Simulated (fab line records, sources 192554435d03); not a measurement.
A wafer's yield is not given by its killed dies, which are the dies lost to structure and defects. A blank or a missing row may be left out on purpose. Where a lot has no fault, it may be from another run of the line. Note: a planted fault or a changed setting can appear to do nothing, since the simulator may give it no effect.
Chamber matching | flow n5 finfet | N5_BEOL_M13_ETCH_38 on rie diel-06 has 4 sister chambers
The step etches SiCN in CF4/N2, target depth 67.5 nm, time 71.9 s. 8 wafers are shown with their chamber, then 8 later ones without.

== EACH WAFER AND ITS CHAMBER ==
wafer  | chamber | showerhead plenum p Torr (Torr) | drypump motor current A (A)
L075.6 | 1       | 2.29                            | 6.3
L085.2 | 0       | 2.25                            | 5.8
L089.1 | 1       | 2.27                            | 6.4
L089.5 | 2       | 2.34                            | 5.5
L088.1 | 2       | 2.34                            | 5.4
L088.2 | 0       | 2.25                            | 5.8
L088.5 | 3       | 2.13                            | 5.9
L087.1 | 3       | 2.13                            | 5.9

== WAFERS WITH NO CHAMBER GIVEN ==
wafer  | showerhead plenum p Torr (Torr) | drypump motor current A (A)
L087.5 | 2.27                            | 6.3
L087.6 | 2.24                            | 5.8
L094.2 | 2.34                            | 5.5
L094.3 | 2.13                            | 5.9
L094.5 | 2.34                            | 5.5
L097.3 | 2.24                            | 5.8
L097.5 | 2.13                            | 5.9
L097.6 | 2.24                            | 5.8

== CHAMBER TAKEN BY EACH ==
wafer  | from the rows above | in truth
L087.5 | 1                   | 1
L087.6 | 0                   | 0
L094.2 | 2                   | 2
L094.3 | 3                   | 3
L094.5 | 2                   | 2
L097.3 | 0                   | 0
L097.5 | 3                   | 3
L097.6 | 0                   | 0
8 of 8 placed correctly. Number that these rows cannot place: 0. Placed wrongly: 0.
How it was worked out, from the rows above alone: a wafer's distance from a chamber is the root of the sum, over the readings, of the square of ((its reading less the chamber's mean) divided by the reading's scatter). If the next closest chamber is less than 2 further off than the closest, the wafer can't be placed; otherwise it belongs to the closest. The mean given for a chamber averages the wafers shown for that chamber. The scatter: take each reading less its chamber's mean, square it, sum over the shown wafers, divide by the number of wafers less the number of chambers, and take the root.
